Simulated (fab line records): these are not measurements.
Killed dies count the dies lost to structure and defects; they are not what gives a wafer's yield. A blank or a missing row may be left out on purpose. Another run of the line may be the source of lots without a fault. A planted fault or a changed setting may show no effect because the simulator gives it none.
fab line records + flow n5-finfet
[record]
- lots = 4
- wafers = 12
- last-day = 18
route steps=1938 shown BEOL_M7@1325 BEOL_M8@1332 PASSIVATION@1936
lots with no fault: from the same line, run without faults
start-h: hours from the record's first day to the start of the lot's first wafer shown + wait-h: hours since the lot's step before + " repeats the value in the row above + L1.1+2: one row covering several wafers at once + - value missing, or start not given + * or withheld: withheld + < > ~ a bound
route shown NAME@n: NAME is a module with steps in the file, n the number in the route of the first one + usual: mean/standard deviation taken from wafers without a fault + same: alike in all rows + chamber/n: place in a boat + sites: per-site readings + _std_site: their standard deviation + _edge_site: outer sites' mean less inner sites' + radius-mm: how far each site lies from the wafer's centre + mask NAME#n: copy n + behind: the last tool/chamber to shape the wafer + hold: why the lot went on hold/how many hours it stayed there/how the hold came to an end + device: the n, p or np transistor that did not switch + end of line: tests of these same wafers at the route's end + a step without rows: its recipe alone + killed: not the wafer's yield, but the dies lost to structure and defects at the first sort + map: a wafer's dies, x killed, . not, _ none there
set.NAME: the setting that was run; set.NAME@STEP: the one run at that earlier step + model.NAME: the simulator's own value behind a step, which no gauge read
lots seen at some steps along the route; tables by step, rows by wafer
services: from which hour (start-h, from the record's first day; less than 0 if before it) a tool's chamber was out of use, for how many hours, and why
[[steps]]
[step N5_BEOL_M7_ANNEAL_51]
[recipe]
- temp-c = 225
- time-s = 90
- ambient = N2
[step N5_BEOL_M7_CMP_52]
[recipe]
- stop-on = SiCOH_lowk
- t-overpolish-s = 6.9
- down-force-psi = 1
- platen-rpm = 50
- clearing-platen-down-force-psi = 1.5
- clearing-platen-rpm = 50
- post-cmp-clean = cu-alkaline
- target-thk-nm = 80
- clearing-platen-pad-velocity-m-s = 0.99484
- pad-velocity-m-s = 0.99484
[step N5_BEOL_M7_PRE_CLEAN_55]
[recipe]
- gas = NH3
- time-s = 15
- temp-c = withheld
- rf-power-w = 300
[step N5_BEOL_M7_DEP_56]
[recipe]
- material = SiCN
- target-thk-a = 100
- temp-c = withheld
- precursor = 3MS/NH3
- pressure-torr = 3
- rf-w = 202
- time-s = 17.5
[step N5_BEOL_M8_ILD_DEP_00]
[recipe]
- material = SiCOH_lowk
- target-thk-a = 1797.5
- temp-c = 300
- precursor = DEMS/porogen
- pressure-torr = 5
- rf-w = 500
- time-s = 33.4
[step N5_BEOL_M8_CURE_74]
[recipe]
- temp-c = 385
- time-s = 240
- ambient = He/Ar
- material = SiCOH_lowk
[step N5_BEOL_M8_PECVD_70]
[recipe]
- material = SiO2
- target-thk-a = 200
- temp-c = 400
- precursor = TEOS/O2
- pressure-torr = 5.5
- rf-w = 450
- teos-flow-sccm = 53.8
- gas = O2
- flow-sccm = 3000
- time-s = 22.7
[step N5_BEOL_M8_HM_DEP_02]
[recipe]
- material = TiN
- target-thk-a = 200
- temp-c = 25
- chamber-pressure-pa = 0.49996
[step N5_BEOL_M8_COAT_59]
[recipe]
- resist = SOC
- temp-c = 250
- time-s = 60
- spin-rpm = 1500
- resist-thk-nm = 100
[usual]
- spin-speed-rpm = 1500.1/1.1
| lot.wafer | tool           | chamber | start-h | wait-h | spin-speed-rpm | model.SOC_of_BEOL_M8_COAT_59.thk-nm |
|-----------|----------------|---------|---------|--------|----------------|-------------------------------------|
| L985.2    | litho-track-01 | 0       | 252.21  | 0.1    | 1500.7         | 99.8                                |
| L985.3    | "              | 0       | "       | "      | 1497.5         | 99.6                                |
| L985.4    | "              | 0       | "       | "      | 1499.4         | 99.8                                |
| L103.1    | litho-track-01 | 0       | 321.36  | 0.1    | 1541.2         | 98.6                                |
| L103.2    | "              | 0       | "       | "      | 1541.4         | 98.6                                |
| L103.5    | "              | 0       | "       | "      | 1541.2         | 98.8                                |
| L105.3    | litho-track-01 | 0       | 349.55  | 0.1    | 1541.5         | 99                                  |
| L105.4    | "              | 0       | "       | "      | 1540.9         | 98.6                                |
| L105.6    | "              | 0       | "       | "      | 1543.1         | 98.6                                |
| L108.1    | litho-track-02 | 0       | 362.35  | 0.1    | 1499.2         | 100.2                               |
| L108.3    | "              | 0       | "       | "      | 1500.1         | 100                                 |
| L108.6    | "              | 0       | "       | "      | 1498.5         | 100                                 |
[step N5_BEOL_M8_COAT_60]
[recipe]
- resist = SiARC
- temp-c = 220
- time-s = 60
- spin-rpm = 1500
- resist-thk-nm = 35
[step N5_BEOL_M8_COAT_05]
[recipe]
- resist = CAR-ArF
- spin-rpm = 1500
- resist-thk-nm = 90
[step N5_BEOL_M8_EBR_07]
[recipe]
- solvent = PGMEA
- ebr-width-mm = 1.5
[step N5_BEOL_M8_SOFTBAKE_06]
[recipe]
- temp-c = 110
- time-s = 60
- resist = CAR-ArF
[step N5_BEOL_M8_EXPOSE_08]
[recipe]
- mask-id = M8
- na = 1.35
- source-shape = dipole
- sigma-inner = 0.817
- sigma-outer = 0.97
- polarization = te
- dose-mj = 68.25
[step N5_BEOL_M8_PEB_09]
[recipe]
- peb-temp-c = withheld
- peb-time-s = 60
- resist = CAR-ArF
[step N5_BEOL_M8_DEVELOP_10]
[recipe]
- develop-time-s = 30
- developer = TMAH
- resist = CAR-ArF
- rinse-liquid = diw
- dry = air-spin
- dev-temp-c = 23
[step N5_BEOL_M8_DESCUM_16]
[recipe]
- chemistry = O2
- time-s = 7.9
- source-power-w = 50
- bias-power-w = 20
- pressure-mtorr = 20
- rf-frequency-hz = 2.712e+07
- temp-c = 40
- resist = CAR-ArF
- o2-flow-sccm = 225
[step N5_BEOL_M8_ETCH_61]
[recipe]
- chemistry = CF4
- target = SiARC
- target-depth-a = 455
- mask-material = CAR-ArF
- time-s = 75.8
- ion-energy-ev = 80
- pressure-mtorr = 40
- source-w = 545
- bias-w = 36
- Ar_flow_sccm = 100
- cf4-flow-sccm = 100
- ends = cleared
[step N5_BEOL_M8_ETCH_62]
[recipe]
- chemistry = N2/H2
- target = SOC
- target-depth-a = 1100
- overetch-a = 220
- mask-material = SiARC
- temp-c = 40
- time-s = 165
- ion-energy-ev = 200
- pressure-mtorr = 30
- source-w = 840
- bias-w = 150
- n2-flow-sccm = 200
- h2-flow-sccm = 200
[usual]
- drypump-motor-current-A = 5.5/0.5
- oes-product-au = 0.65/0.053
- rf-vpp-V = 525.1/2.1
- showerhead-plenum-p-Torr = 2.59/0.076
- throttle-valve-pct = 17.95/0.092
| lot.wafer | tool        | chamber | start-h | wait-h | drypump-motor-current-A | oes-product-au | rf-hours-counter-h | rf-vpp-V | showerhead-plenum-p-Torr | throttle-valve-pct | model.etch.depth-nm |
|-----------|-------------|---------|---------|--------|-------------------------|----------------|--------------------|----------|--------------------------|--------------------|---------------------|
| L985.2    | rie-diel-03 | 3       | 253.49  | 0.0    | 6.4                     | 0.82           | 7                  | 527.3    | 2.73                     | 17.81              | 99.81               |
| L985.3    | "           | 0       | "       | "      | 5.7                     | 0.62           | 172                | 525.5    | 2.65                     | 17.99              | 99.54               |
| L985.4    | "           | 1       | "       | "      | 5.2                     | 0.66           | 143                | 524.2    | 2.56                     | 17.98              | 99.72               |
| L103.1    | rie-diel-05 | 2       | 321.79  | 0.0    | 5.6                     | 0.66           | 102                | 528.2    | 2.69                     | 17.99              | 98.64               |
| L103.2    | "           | 1       | "       | "      | 5.6                     | 0.66           | 119                | 522.4    | 2.46                     | 18.05              | 98.69               |
| L103.5    | "           | 3       | "       | "      | 4.6                     | 0.66           | -                  | 528.2    | 2.66                     | 17.94              | 98.7                |
| L105.3    | rie-diel-03 | 3       | 349.97  | 0.0    | 6.3                     | 0.74           | 43                 | 526.9    | 2.71                     | 17.84              | 99.02               |
| L105.4    | "           | 2       | "       | "      | 5.3                     | 0.61           | 182                | 523.4    | 2.52                     | 18.15              | 98.64               |
| L105.6    | "           | 3       | "       | "      | 6.3                     | 0.74           | -                  | 527.5    | 2.71                     | 17.83              | 98.65               |
| L108.1    | rie-diel-01 | 0       | 362.97  | 0.0    | 6.4                     | 0.64           | 154                | 523.4    | 2.56                     | 17.86              | 100.2               |
| L108.3    | "           | 3       | "       | "      | 5.4                     | 0.57           | 247                | 524.8    | 2.61                     | 17.93              | 100                 |
| L108.6    | "           | 3       | "       | "      | 5.4                     | 0.57           | -                  | 525.7    | 2.61                     | 17.93              | 99.92               |
[step N5_BEOL_M8_STRIP_68]
[recipe]
- chemistry = N2/H2
- temp-c = 40
- n2-flow-sccm = 200
- h2-flow-sccm = 200
- rf-frequency-hz = 6e+07
[step N5_BEOL_M8_STRIP_67]
[recipe]
- chemistry = CF4
- resist = SiARC
- power-w = 300
- bias-power-w = 75
- pressure-mtorr = 50
- cf4-flow-sccm = 150
- rf-frequency-hz = 6e+07
[step N5_BEOL_M8_HM_OPEN_17]
[recipe]
- chemistry = Cl2/BCl3
- target-depth-a = 200
- overetch-a = 60
- target = TiN
- mask-material = SOC
- ion-energy-ev = 150
- pressure-mtorr = 10
- icp-w = 1000
- bias-w = 126
- Cl2_flow_sccm = 53.25
- bcl3-flow-sccm = 21.75
- Ar_flow_sccm = 25
[usual]
- drypump-motor-current-A = 5.9/0.53
- oes-product-au = 0.67/0.085
- throttle-valve-pct = 22.31/0.25
| lot.wafer | tool         | chamber | start-h | wait-h | drypump-motor-current-A | oes-product-au | rf-hours-counter-h | throttle-valve-pct | model.SOC_of_BEOL_M8_COAT_59.thk-nm |
|-----------|--------------|---------|---------|--------|-------------------------|----------------|--------------------|--------------------|-------------------------------------|
| L985.2    | rie-metal-02 | 0       | 253.67  | 0.0    | 5.6                     | 0.54           | 119                | 22.47              | 91.8                                |
| L985.3    | "            | 0       | "       | "      | 5.6                     | 0.54           | -                  | 22.45              | 91.6                                |
| L985.4    | "            | 1       | "       | "      | 5.0                     | 0.60           | -                  | 22.35              | 92                                  |
| L103.1    | rie-metal-03 | 1       | 321.98  | 0.0    | 6.4                     | 0.71           | 22                 | 21.97              | 90.2                                |
| L103.2    | "            | 0       | "       | "      | 6.4                     | 0.58           | 95                 | 22.63              | 90.8                                |
| L103.5    | "            | 1       | "       | "      | 6.4                     | 0.71           | -                  | 21.98              | 90.4                                |
| L105.3    | rie-metal-03 | 0       | 350.19  | 0.1    | 6.4                     | 0.57           | -                  | 22.65              | 91.2                                |
| L105.4    | "            | 1       | "       | "      | 6.5                     | 0.70           | -                  | 21.98              | 90.4                                |
| L105.6    | "            | 1       | "       | "      | 6.5                     | 0.70           | -                  | 21.97              | 90.4                                |
| L108.1    | rie-metal-03 | 0       | 363.16  | 0.0    | 6.4                     | 0.57           | 99                 | 22.63              | 92.4                                |
| L108.3    | "            | 0       | "       | "      | 6.5                     | 0.57           | -                  | 22.65              | 92.2                                |
| L108.6    | "            | 0       | "       | "      | 6.4                     | 0.57           | -                  | 22.66              | 92                                  |
[step N5_BEOL_M8_STRIP_19]
[recipe]
- chemistry = O2
- power-w = 400
- temp-c = 40
- pressure-mtorr = 30
- rf-frequency-hz = 6e+07
- bias-power-w = 0
- overash-fraction = 0.2
- o2-flow-sccm = 225
[step N5_PASSIVATION_PROBE_49]
[usual]
- defect-limited-yield = 91.7/1.5
- killed_at_M0_to_M3 = 32/10
- killed_at_M4_up = 14/5.3
- killed-at-contacts = 13/5.7
- killed-at-front-end = 37/10
- killed-at-other = 3.3/2.5
- killed-dies = 98/18
- killed-open = 65/13
- killed-short = 31/7.5
- sort_bin_5_function = 4.9/0.91
- sort_bin_6_memory = 3.1/0.71
- sort-n-pass = 1082/18
- sort-yield-pct = 91.7/1.5
[same]
- gross-dies = 1180
- killed-at-back-side = 0
- sort_bin_4_leakage[%] = 0
- sort_bin_8_speed[%] = 0
| lot.wafer | tool      | chamber | start-h | wait-h | defect-limited-yield[%] | killed_at_M0_to_M3 | killed_at_M4_up | killed-at-contacts | killed-at-front-end | killed-at-other | killed-dies | killed-open | killed-short | sort_bin_5_function[%] | sort_bin_6_memory[%] | sort-n-pass | sort-yield-pct[%] |
|-----------|-----------|---------|---------|--------|-------------------------|--------------------|-----------------|--------------------|---------------------|-----------------|-------------|-------------|--------------|------------------------|----------------------|-------------|-------------------|
| L985.2    | prober-01 | -       | 331.82  | 0.1    | 89.2                    | 18                 | 18              | 17                 | 74                  | 1               | 128         | 88          | 36           | 6.5                    | 3.8                  | 1052        | 89.2              |
| L985.3    | prober-01 | -       | 331.87  | 0.1    | 91.7                    | 41                 | 16              | 10                 | 30                  | 1               | 98          | 66          | 31           | 4.8                    | 3.3                  | 1082        | 91.7              |
| L985.4    | prober-01 | -       | 331.92  | 0.2    | 92.3                    | 20                 | 21              | 16                 | 33                  | 1               | 91          | 54          | 32           | 4.9                    | 2.2                  | 1089        | 92.3              |
| L103.1    | prober-02 | -       | 398.97  | 0.0    | 92.9                    | 34                 | 9               | 15                 | 21                  | 5               | 84          | 56          | 28           | 3.6                    | 3.3                  | 1096        | 92.9              |
| L103.2    | prober-02 | -       | 399.02  | 0.1    | 93.6                    | 30                 | 6               | 13                 | 24                  | 2               | 75          | 52          | 23           | 4.1                    | 1.9                  | 1105        | 93.6              |
| L103.5    | prober-02 | -       | 399.17  | 0.2    | 93.4                    | 29                 | 10              | 9                  | 28                  | 2               | 78          | 47          | 30           | 4.2                    | 2.1                  | 1102        | 93.4              |
| L105.3    | prober-02 | -       | 428.87  | 0.2    | 93.9                    | 28                 | 10              | 8                  | 24                  | 2               | 72          | 52          | 20           | 3.7                    | 2.2                  | 1108        | 93.9              |
| L105.4    | prober-02 | -       | 428.92  | 0.3    | 93.0                    | 37                 | 8               | 4                  | 31                  | 3               | 83          | 53          | 27           | 3.9                    | 2.9                  | 1097        | 93.0              |
| L105.6    | prober-02 | -       | 429.02  | 0.4    | 92.8                    | 30                 | 11              | 7                  | 35                  | 2               | 85          | 62          | 23           | 4.2                    | 3.0                  | 1095        | 92.8              |
| L108.1    | prober-01 | -       | 432.63  | 0.0    | 94.1                    | 22                 | 7               | 9                  | 32                  | 0               | 70          | 38          | 32           | 3.6                    | 1.9                  | 1110        | 94.1              |
| L108.3    | prober-01 | -       | 432.73  | 0.1    | 92.7                    | 22                 | 13              | 23                 | 27                  | 1               | 86          | 61          | 25           | 4.2                    | 2.9                  | 1094        | 92.7              |
| L108.6    | prober-01 | -       | 432.88  | 0.3    | 91.9                    | 19                 | 27              | 18                 | 28                  | 3               | 95          | 69          | 23           | 4.7                    | 3.2                  | 1085        | 91.9              |
// killed by level:class
L985.2 STI_FIN_REVEAL:geometric-particle:open=28 MOL_CONTACT_COAG:geometric-particle:open=13 FIN_SAQP:geometric-particle:open=11 DUMMY_GATE:geometric-particle:open=11 FIN_SAQP:geometric-particle:short=9 STI_FIN_REVEAL:geometric-particle:short=7 BEOL_M4:geometric-particle:open=7 MOL_CONTACT_COAG:geometric-particle:short=4
L985.3 BEOL_M0_SAQP:geometric-particle:open=13 BEOL_M1:geometric-particle:open=10 BEOL_M4:geometric-particle:open=9 FIN_SAQP:geometric-particle:open=7 DUMMY_GATE:geometric-particle:open=7 MOL_CONTACT_COAG:geometric-particle:open=7 BEOL_M0_SAQP:geometric-particle:short=7 DUMMY_GATE:geometric-particle:short=4
L985.4 MOL_CONTACT_COAG:geometric-particle:open=11 BEOL_M4:geometric-particle:open=10 STI_FIN_REVEAL:geometric-particle:open=6 STI_FIN_REVEAL:geometric-particle:short=5 MOL_CONTACT_COAG:geometric-particle:short=5 HKMG_FIN:area-etch=5 BEOL_M0_SAQP:geometric-particle:short=4 BEOL_M0_SAQP:geometric-particle:open=4
L103.1 MOL_CONTACT_COAG:geometric-particle:open=12 BEOL_M0_SAQP:geometric-particle:open=10 STI_FIN_REVEAL:geometric-particle:open=9 BEOL_M0_SAQP:geometric-particle:short=9 BEOL_M2:geometric-particle:open=8 MOL_CONTACT_COAG:geometric-particle:short=3 BEOL_M1:geometric-particle:open=3 BEOL_M1:geometric-particle:short=3
L103.2 MOL_CONTACT_COAG:geometric-particle:open=11 BEOL_M2:geometric-particle:open=9 BEOL_M0_SAQP:geometric-particle:short=8 STI_FIN_REVEAL:geometric-particle:open=6 FIN_CUT:geometric-particle:open=4 BEOL_M0_SAQP:geometric-particle:open=4 STI_FIN_REVEAL:geometric-particle:short=3 GATE_CUT:geometric-particle:open=3
L103.5 MOL_CONTACT_COAG:geometric-particle:open=7 STARTING-WAFER:geometric-particle:short=7 BEOL_M0_SAQP:geometric-particle:short=6 BEOL_M0_SAQP:geometric-particle:open=5 DUMMY_GATE:geometric-particle:open=5 BEOL_M2:geometric-particle:open=5 STI_FIN_REVEAL:geometric-particle:open=4 BEOL_M3:geometric-particle:open=4
L105.3 BEOL_M2:geometric-particle:open=15 MOL_CONTACT_COAG:geometric-particle:open=6 STI_FIN_REVEAL:geometric-particle:open=4 BEOL_M0_SAQP:geometric-particle:short=4 BEOL_M0:geometric-particle:open=4 STARTING-WAFER:geometric-particle:open=4 STARTING-WAFER:geometric-particle:short=4 BEOL_M8:geometric-particle:open=3
L105.4 BEOL_M0_SAQP:geometric-particle:open=9 BEOL_M1:geometric-particle:open=7 DUMMY_GATE:geometric-particle:open=6 GATE_CUT:geometric-particle:short=6 BEOL_M0_SAQP:geometric-particle:short=6 BEOL_M2:geometric-particle:open=5 MOL_CONTACT_COAG:geometric-particle:open=4 BEOL_M3:geometric-particle:open=4
L105.6 BEOL_M2:geometric-particle:open=10 DUMMY_GATE:geometric-particle:open=9 FIN_SAQP:geometric-particle:open=6 BEOL_M0_SAQP:geometric-particle:short=6 GATE_CUT:geometric-particle:short=5 BEOL_M0:geometric-particle:open=5 BEOL_M4:geometric-particle:open=5 GATE_CUT:geometric-particle:open=4
L108.1 MOL_CONTACT_COAG:geometric-particle:open=7 STARTING-WAFER:geometric-particle:short=7 DUMMY_GATE:geometric-particle:open=6 BEOL_M4:geometric-particle:open=5 ILD0:geometric-particle:short=5 BEOL_M0_SAQP:geometric-particle:short=5 BEOL_M1:geometric-particle:short=5 FIN_SAQP:geometric-particle:open=4
L108.3 MOL_CONTACT_COAG:geometric-particle:open=18 BEOL_M3:geometric-particle:open=8 BEOL_M0_SAQP:geometric-particle:open=6 DUMMY_GATE:geometric-particle:open=5 MOL_CONTACT_COAG:geometric-particle:short=5 BEOL_M4:geometric-particle:open=5 ILD0:geometric-particle:open=4 FIN_SAQP:geometric-particle:short=3
L108.6 MOL_CONTACT_COAG:geometric-particle:open=15 BEOL_M4:geometric-particle:open=15 BEOL_M3:geometric-particle:open=8 STI_FIN_REVEAL:geometric-particle:open=5 DUMMY_GATE:geometric-particle:open=4 BEOL_M4:geometric-particle:short=4 BEOL_M0_SAQP:geometric-particle:open=4 MOL_CONTACT_COAG:geometric-particle:short=3
[[services]]
| tool           | chamber | start-h | hours | kind                      |
|----------------|---------|---------|-------|---------------------------|
| rie-diel-01    | -       | 238.12  | 15.6  | pm                        |
| rie-diel-01    | 1       | 263.76  | 3.0   | repair                    |
| rie-metal-02   | 0       | 268.13  | -     | clean                     |
| rie-metal-02   | 0       | 268.13  | 12.4  | scheduled-down            |
| rie-metal-02   | 0       | 268.13  | 12.4  | vent-cycle                |
| rie-diel-05    | 1       | 270.84  | 14.1  | repair                    |
| litho-track-01 | -       | 307.21  | -     | consumable-replace:filter |
| rie-metal-02   | 1       | 320.48  | 2.3   | repair                    |
| rie-diel-01    | -       | 322.39  | 0.2   | repair                    |
| rie-metal-02   | -       | 325.32  | 0.7   | repair                    |
| rie-diel-03    | 1       | 336.08  | 13.1  | repair                    |
[[key]]
[first-sign]
- step = N5_BEOL_M8_COAT_59
- reading = spin-speed-rpm
- direction = up
- sigmas = 39
- usual = *
- struck = *
effect none on later readings
[model-effect]
- step = N5_BEOL_M8_COAT_59
- value = SOC_of_BEOL_M8_COAT_59.thk-nm
- without = 100.1
- struck = 98.7
[model-effect]
- step = N5_BEOL_M8_ETCH_62
- value = etch.depth-nm
- without = 100
- struck = 98.72
[model-effect]
- step = N5_BEOL_M8_HM_OPEN_17
- value = SOC_of_BEOL_M8_COAT_59.thk-nm
- without = 91.9
- struck = 90.57
met-at N5_BEOL_M8_COAT_59
struck-wafers L103.1,L103.2,L103.5,L105.3,L105.4,L105.6
onset-between 252.21 321.36
[fault]
- kind = process-parameter-drift
- tool = litho-track-01
- chamber = -
- onset-h = 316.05
- steps = N5_BEOL_M8_COAT_59
- channel = spin-rpm
- offset = *
- shape = step
- end-h = 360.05
- acts-in = *
- stated = *
